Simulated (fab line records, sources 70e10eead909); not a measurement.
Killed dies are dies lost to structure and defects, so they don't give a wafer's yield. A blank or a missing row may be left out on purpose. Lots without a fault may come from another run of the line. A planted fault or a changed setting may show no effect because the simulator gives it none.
Which tool did it? | flow nand_harc | 6 lots, 18 wafers sampled, at 3 steps of a route of 1159

WHAT THE GAUGES READ, wafer by wafer
NHARC_A_M0_INSPECT_27.
lot  | measured     | on                | raw_defect_count
L120 | day 18 06:43 | defect_inspect-02 | 428 543 332
L121 | day 18 11:54 | defect_inspect-02 | 446 340 563
L126 | day 19 15:24 | defect_inspect-01 | 324 279 663
L127 | day 20 05:46 | defect_inspect-01 | 547 445 388
L134 | day 21 10:58 | defect_inspect-01 | 288 391 473
L135 | day 21 20:28 | defect_inspect-01 | 727 3113 520

WHICH TOOL RAN EACH LOT (tool, then ch and the chambers of the sampled wafers, then the start)
lot  | NHARC_A_M0_DEGAS_28          | NHARC_A_M0_CMP_23
L120 | pvd_sputter-01, day 18 05:11 | cmp-01 ch 0,1, day 18 06:16
L121 | pvd_sputter-01, day 18 10:21 | cmp-01 ch 1,2, day 18 11:26
L126 | pvd_sputter-01, day 19 13:50 | cmp-03 ch 0,2,3, day 19 14:55
L127 | pvd_sputter-01, day 20 04:13 | cmp-03 ch 1,3, day 20 05:20
L134 | pvd_sputter-03, day 21 09:25 | cmp-01 ch 1,3, day 21 10:31
L135 | pvd_sputter-02, day 21 18:40 | cmp-01 ch 0,1,3, day 21 20:01
- NHARC_A_M0_DEGAS_28: time 60 s.
- NHARC_A_M0_CMP_23: polishes, t overpolish 20 s, target thk 113.75 nm.

THE ANSWER, worked out from the rows above alone
Rule: what is usual is taken from the lots themselves. Put in order of their means at a reading, lots are off if they are a third of the lots or fewer, leave a main group of 4 or more, and stand apart from it by a gap of 3 or more times the standard deviation of the main group's means; of several such gaps the widest counts. A main group whose means are all the same, to the digits that the tables above print for the reading, isn't used. A lot without any number at a reading at which 4 lots or more have one is off too. The other lots that the step has rows for count as sound.
Off: L135, at NHARC_A_M0_INSPECT_27 (raw_defect_count). The main group: mean 430, standard deviation 26.
A tool fits if, at a process step before that reading, it ran every lot that is off, and no sound lot after the first of them. The gauges at NHARC_A_M0_INSPECT_27 are tried like those tools. Can't be told from this: 3 tools fit, pvd_sputter-02 at NHARC_A_M0_DEGAS_28, cmp-01 at NHARC_A_M0_CMP_23, defect_inspect-01 at NHARC_A_M0_INSPECT_27.

WHAT THE SIMULATOR HAD PUT IN
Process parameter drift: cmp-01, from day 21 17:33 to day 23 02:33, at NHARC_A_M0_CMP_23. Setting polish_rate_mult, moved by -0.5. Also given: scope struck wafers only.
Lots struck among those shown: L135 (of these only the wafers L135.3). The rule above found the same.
